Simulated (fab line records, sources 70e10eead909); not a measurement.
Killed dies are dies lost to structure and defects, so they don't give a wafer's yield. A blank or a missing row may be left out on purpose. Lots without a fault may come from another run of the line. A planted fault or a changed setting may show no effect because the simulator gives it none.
Which tool did it? | flow nand_harc | 14 lots, 42 wafers sampled, at 4 steps of a route of 1302

WHAT THE GAUGES READ, wafer by wafer
The record holds no reading of a measuring or inspecting step that can be judged against a usual standard deviation.

WHICH TOOL RAN EACH LOT (tool, then ch and the chambers of the sampled wafers, then the start)
lot  | NHARC_A_STAIRCASE_ETCH_444         | NHARC_A_STAIRCASE_DEP_471       | NHARC_A_SGD_CUT_DEP_00          | NHARC_A_SGD_CUT_ETCH_58
L659 | rie_diel-03 ch 0,2,3, day 19 13:07 | pecvd-03 ch 0,1,2, day 19 19:47 | pecvd-03 ch 1,2, day 19 20:34   | rie_diel-09 ch 1,2,3, day 19 21:26
L661 | rie_diel-03 ch 0,1,2, day 19 17:49 | pecvd-01 ch 0,1,2, day 19 23:20 | pecvd-03 ch 0,1,2, day 20 00:01 | rie_diel-12 ch 0,1, day 20 00:49
L660 | rie_diel-11 ch 2,3, day 19 18:01   | pecvd-01 ch 0,1, day 20 00:23   | pecvd-02 ch 1,2, day 20 01:01   | rie_diel-10 ch 0,3, day 20 02:00
L662 | rie_diel-02 ch 1,2,3, day 20 03:33 | pecvd-04 ch 0,1,2, day 20 09:26 | pecvd-03 ch 0,1,2, day 20 10:07 | rie_diel-10 ch 0,1,2, day 20 11:07
L664 | rie_diel-03 ch 0,1,2, day 21 04:22 | pecvd-04 ch 1,2, day 21 09:54   | pecvd-01 ch 0,1,2, day 21 10:37 | rie_diel-10 ch 1,2, day 21 11:34
L665 | rie_diel-03 ch 0,1, day 22 03:19   | pecvd-03 ch 0,2, day 22 09:54   | pecvd-01 ch 1,2, day 22 10:35   | rie_diel-12 ch 0,2, day 22 11:25
L669 | rie_diel-02 ch 0,3, day 23 00:47   | pecvd-03 ch 0,2, day 23 06:46   | pecvd-03 ch 0,2, day 23 07:31   | rie_diel-09 ch 1,2,3, day 23 08:28
L667 | rie_diel-03 ch 0,1,2, day 23 01:15 | pecvd-01 ch 0,1,2, day 23 06:46 | pecvd-01 ch 0,1, day 23 07:36   | rie_diel-12 ch 0,2,3, day 23 08:37
L671 | rie_diel-11 ch 2,3, day 23 11:23   | pecvd-03 ch 0,1,2, day 23 18:04 | pecvd-03 ch 0,1, day 23 18:44   | rie_diel-10 ch 0,1,3, day 23 19:44
L672 | rie_diel-03 ch 0,1, day 23 22:44   | pecvd-01 ch 0,1, day 24 05:05   | pecvd-02 ch 0,1,2, day 24 05:47 | rie_diel-09 ch 0,1,3, day 24 06:47
L673 | rie_diel-02 ch 2,3, day 25 08:07   | pecvd-04 ch 0,1,2, day 25 14:40 | pecvd-01 ch 0,1,2, day 25 15:21 | rie_diel-09 ch 2,3, day 25 16:15
L681 | rie_diel-03 ch 1,2, day 28 02:03   | pecvd-01 ch 1,2, day 28 08:37   | pecvd-03 ch 0,2, day 28 09:20   | rie_diel-09 ch 1,2, day 28 10:20
L680 | rie_diel-11 ch 1,2,3, day 28 02:26 | pecvd-04 ch 0,1,2, day 28 08:30 | pecvd-02 ch 0,1, day 28 09:10   | rie_diel-12 ch 0,1, day 28 10:09
L682 | rie_diel-03 ch 0,2,3, day 28 23:16 | pecvd-03 ch 0,1,2, day 29 05:08 | pecvd-02 ch 0,1, day 29 05:51   | rie_diel-12 ch 0,1,3, day 29 06:49
- NHARC_A_STAIRCASE_ETCH_444: etches the open film in C4F8/O2, target depth 20400 nm, time 6800 s.
- NHARC_A_STAIRCASE_DEP_471: deposits SiO2, target thk 100 nm.
- NHARC_A_SGD_CUT_DEP_00: deposits SiNx, target thk 50 nm.
- NHARC_A_SGD_CUT_ETCH_58: etches the open film in CF4, target depth 39 nm, time 65 s.

WHAT THE TOOLS THEMSELVES READ (means of the sampled wafers that have a number; where no wafer has one, the mark that the record gives instead)
NHARC_A_STAIRCASE_ETCH_444. Usual: oes_product_au 0.937 a.u., standard deviation 0.021; rf_vpp_V 806 V, standard deviation 5.
lot  | tool        | oes_product_au (a.u.) | rf_vpp_V (V) | flag
L659 | rie_diel-03 | 0.911                 | 806          |
L661 | rie_diel-03 | 0.917                 | 805          |
L660 | rie_diel-11 | 0.969                 | 802          |
L662 | rie_diel-02 | 0.927                 | 809          |
L664 | rie_diel-03 | 0.933                 | 809          |
L665 | rie_diel-03 | 0.961                 | 812          |
L669 | rie_diel-02 | 0.926                 | 806          |
L667 | rie_diel-03 | 0.969                 | 809          |
L671 | rie_diel-11 | 0.932                 | 802          |
L672 | rie_diel-03 | 0.904                 | 811          |
L673 | rie_diel-02 | 0.933                 | 805          |
L681 | rie_diel-03 | 0.958                 | 809          |
L680 | rie_diel-11 | 0.935                 | 805          |
L682 | rie_diel-03 | 0.915                 | 805          |

NHARC_A_STAIRCASE_DEP_471. Usual: chamber_pressure_Torr 6.499 Torr, standard deviation 0.016; heater_power_outer_w 321 W, standard deviation 95; heater_power_w 589 W, standard deviation 140; throttle_valve_pct 15.8 %, standard deviation 0.5.
lot  | tool     | chamber_pressure_Torr (Torr) | heater_power_outer_w (W) | heater_power_w (W) | throttle_valve_pct (%) | flag
L659 | pecvd-03 | 6.503                        | 351                      | 625                | 15.6                   |
L661 | pecvd-01 | 6.493                        | 299                      | 566                | 15.5                   |
L660 | pecvd-01 | 6.479                        | 287                      | 555                | 15.2                   |
L662 | pecvd-04 | 6.484                        | 345                      | 589                | 15.5                   |
L664 | pecvd-04 | 6.500                        | 282                      | 513                | 15.1                   |
L665 | pecvd-03 | 6.503                        | 336                      | 612                | 15.6                   |
L669 | pecvd-03 | 6.506                        | 314                      | 600                | 15.7                   |
L667 | pecvd-01 | 6.508                        | 255                      | 518                | 15.7                   |
L671 | pecvd-03 | 6.499                        | 330                      | 610                | 16.1                   |
L672 | pecvd-01 | 6.501                        | 368                      | 678                | 16.1                   |
L673 | pecvd-04 | 6.502                        | 357                      | 615                | 15.6                   |
L681 | pecvd-01 | 6.493                        | 273                      | 554                | 16.3                   |
L680 | pecvd-04 | 6.504                        | 369                      | 625                | 16.1                   |
L682 | pecvd-03 | 6.498                        | 351                      | 619                | 15.9                   |

NHARC_A_SGD_CUT_DEP_00. Usual: heater_power_outer_w 429 W, standard deviation 72; heater_power_w 731 W, standard deviation 120.
lot  | tool     | heater_power_outer_w (W) | heater_power_w (W) | flag
L659 | pecvd-03 | 452                      | 751                |
L661 | pecvd-03 | 455                      | 765                |
L660 | pecvd-02 | 373                      | 647                |
L662 | pecvd-03 | 428                      | 731                |
L664 | pecvd-01 | 400                      | 716                |
L665 | pecvd-01 | 511                      | 867                |
L669 | pecvd-03 | 428                      | 743                |
L667 | pecvd-01 | 460                      | 814                |
L671 | pecvd-03 | 510                      | 873                |
L672 | pecvd-02 | -                        | -                  | OFF
L673 | pecvd-01 | -                        | -                  | OFF
L681 | pecvd-03 | 414                      | 697                |
L680 | pecvd-02 | 414                      | 705                |
L682 | pecvd-02 | 395                      | 703                |

NHARC_A_SGD_CUT_ETCH_58. Usual: drypump_motor_current_A 5.7 A, standard deviation 0.52; mfc_ar_sccm 0.013 sccm, standard deviation 0.015; oes_product_au 0.997 a.u., standard deviation 0.01; rf_vpp_V 151.4 V, standard deviation 1.1; showerhead_plenum_p_Torr 1.78 Torr, standard deviation 0.058; throttle_valve_pct 13.284 %, standard deviation 0.0097.
lot  | tool        | drypump_motor_current_A (A) | mfc_ar_sccm (sccm) | oes_product_au (a.u.) | rf_vpp_V (V) | showerhead_plenum_p_Torr (Torr) | throttle_valve_pct (%) | flag
L659 | rie_diel-09 | 5.5                         | 0.011              | 0.997                 | 152.1        | 1.82                            | 13.283                 |
L661 | rie_diel-12 | 5.8                         | 0.009              | 1.013                 | 151.3        | 1.77                            | 13.285                 |
L660 | rie_diel-10 | 6.0                         | 0.005              | 0.991                 | 150.7        | 1.72                            | 13.291                 |
L662 | rie_diel-10 | 5.5                         | 0.022              | 0.998                 | 151.0        | 1.77                            | 13.286                 |
L664 | rie_diel-10 | 5.2                         | 0.032              | 0.991                 | 152.7        | 1.81                            | 13.273                 |
L665 | rie_diel-12 | 5.4                         | 0.029              | 0.987                 | 151.4        | 1.78                            | 13.284                 |
L669 | rie_diel-09 | 5.5                         | 0.011              | 0.988                 | 151.7        | 1.82                            | 13.290                 |
L667 | rie_diel-12 | 5.9                         | 0.020              | 0.993                 | 151.0        | 1.77                            | 13.279                 |
L671 | rie_diel-10 | 5.7                         | 0.010              | 0.992                 | 151.2        | 1.72                            | 13.273                 |
L672 | rie_diel-09 | 5.6                         | 0.000              | 0.997                 | 151.8        | 1.79                            | 13.284                 |
L673 | rie_diel-09 | 5.2                         | 0.021              | 0.994                 | 152.0        | 1.81                            | 13.274                 |
L681 | rie_diel-09 | 6.0                         | 0.011              | 0.994                 | 152.8        | 1.86                            | 13.287                 |
L680 | rie_diel-12 | 5.8                         | 0.009              | 1.015                 | 150.2        | 1.77                            | 13.282                 |
L682 | rie_diel-12 | 5.9                         | 0.009              | 1.015                 | 150.3        | 1.78                            | 13.277                 |

THE ANSWER, worked out from the rows above alone
Rule: a lot is off if the mean of its wafers that have a number lies more than 3 standard deviations from the usual mean. A lot without any number at a reading at which 4 lots or more have one is off too. The other lots that the step has rows for count as sound. The gauges are gone through in route order, then the tools' own readings, and for those a lot's mean is taken as printed above. The first step at which some lot is off is used, and at that step the reading that is off furthest; a lot without a number counts as furthest.
Off: L672, L673, at NHARC_A_SGD_CUT_DEP_00 (heater_power_outer_w). Without a number there: L672, L673.
A tool fits if, at that step or a process step before it, it ran every lot that is off, and no sound lot after the first of them. None of those tried fits.

WHAT THE SIMULATOR HAD PUT IN
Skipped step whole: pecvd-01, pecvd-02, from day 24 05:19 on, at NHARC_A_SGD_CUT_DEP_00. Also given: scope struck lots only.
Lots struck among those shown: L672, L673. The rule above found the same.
